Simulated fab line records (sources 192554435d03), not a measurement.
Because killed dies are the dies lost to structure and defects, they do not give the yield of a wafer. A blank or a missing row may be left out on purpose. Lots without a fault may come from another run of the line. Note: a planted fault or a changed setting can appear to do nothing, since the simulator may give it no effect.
Lot-split experiment -- flow n5_finfet -- on a route of 1938 steps: 7 lots, 21 wafers read

== ABOUT THE SPLIT ==
At N5_BEOL_M7_COAT_05 (resist thk 90 nm), the setting spin_rpm was moved away from the recipe's 1500 rpm on 9 of the 21 wafers read, by -11.1% to +6.3%. All remaining wafers had this setting at the recipe value.

Reading taken at the split's own step.

== THE READING ==
CAR-ArF_of_BEOL_M7_COAT_05.thk_nm (the simulator's own value, which no gauge read), in nm, at N5_BEOL_M7_COAT_05 (resist thk 90 nm). No usual value for it is given in the file. Average 90.1 nm, standard deviation 0.26 nm, over the 12 wafers here run with the recipe.

wafer,"tool, chamber at the split","spin_rpm as run, rpm",against the recipe,"CAR-ArF_of_BEOL_M7_COAT_05.thk_nm, nm",against lot-mates on the recipe
L076.2,"litho_track-01, 0",1500,recipe,89.8,-
L076.4,"litho_track-01, 0",1364,-9.1%,94.4,+4.6
L076.6,"litho_track-01, 0",1364,-9.1%,94,+4.2
L078.1,"litho_track-01, 0",1500,recipe,89.8,-
L078.3,"litho_track-01, 0",1500,recipe,89.8,-
L078.6,"litho_track-01, 0",1594,+6.3%,87.2,-2.6
L079.2,"litho_track-02, 0",1500,recipe,90,-
L079.5,"litho_track-02, 0",1550,+3.3%,88.6,-1.4
L079.6,"litho_track-02, 0",1550,+3.3%,88.8,-1.2
L083.3,"litho_track-01, 0",1500,recipe,90.6,-
L083.5,"litho_track-01, 0",1500,recipe,90,-
L083.6,"litho_track-01, 0",1500,recipe,90.4,-
L086.1,"litho_track-04, 0",1500,recipe,90.4,-
L086.5,"litho_track-04, 0",1416,-5.6%,92.8,+2.5
L086.6,"litho_track-04, 0",1500,recipe,90.2,-
L094.2,"litho_track-04, 0",1380,-8.0%,93.4,+3.5
L094.3,"litho_track-04, 0",1500,recipe,89.8,-
L094.6,"litho_track-04, 0",1500,recipe,90,-
L096.2,"litho_track-04, 0",1333,-11.1%,95.2,+5.2
L096.5,"litho_track-04, 0",1333,-11.1%,95.4,+5.4
L096.6,"litho_track-04, 0",1500,recipe,90,-

FIT RESULTS
A straight line over all 21 wafers: CAR-ArF_of_BEOL_M7_COAT_05.thk_nm changes by -0.456 nm for each +1% of spin_rpm; r = -0.99; the points scatter about the line by 0.25 nm.
The same after taking each lot's own level away (the mean of its wafers on the recipe; 21 wafers): -0.461 nm for each +1%; r = -1.00; scatter 0.19 nm.
That fit puts the effect of the largest move of spin_rpm on the reading at 5.1 nm.
From 89.80 to 90.33 nm: that is the span of the lots' own levels, equal to 2.0 times the standard deviation above.
The two slopes are in agreement: the lot-to-lot level therefore moves the slope only a little.
Check: +5.19 nm against its lot-mates is what the line predicts for one of the wafers moved furthest among these (-11.1%) when that wafer is left out of the fit. It came out at +5.2 nm against them.

== OTHER SPLITS APPLIED TO THESE WAFERS ==
Note: prior to the reading, these wafers also went through further splits. Each is held against what the fit with the lots' levels taken away leaves over:
other split on the same wafers,wafers away from the commonest value,r with CAR-ArF_of_BEOL_M7_COAT_05.thk_nm (lot level and that fit taken away)
N5_BEOL_M3_ETCH_41 target_depth_a,5,+0.22
N5_BEOL_M5_ETCH_72 bias_w,7,+0.05
N5_BEOL_M5_COAT_22 spin_rpm,8,+0.08
N5_BEOL_M6_COAT_60 spin_rpm,6,-0.45
N5_BEOL_M6_ETCH_62 time_s,5,-0.12
N5_BEOL_M7_PECVD_70 temp_c,6,+0.06

== FILE'S OWN FIT ==
CAR-ArF_of_BEOL_M7_COAT_05.thk_nm changes by -0.459 nm for each +1% of spin_rpm, r = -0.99.
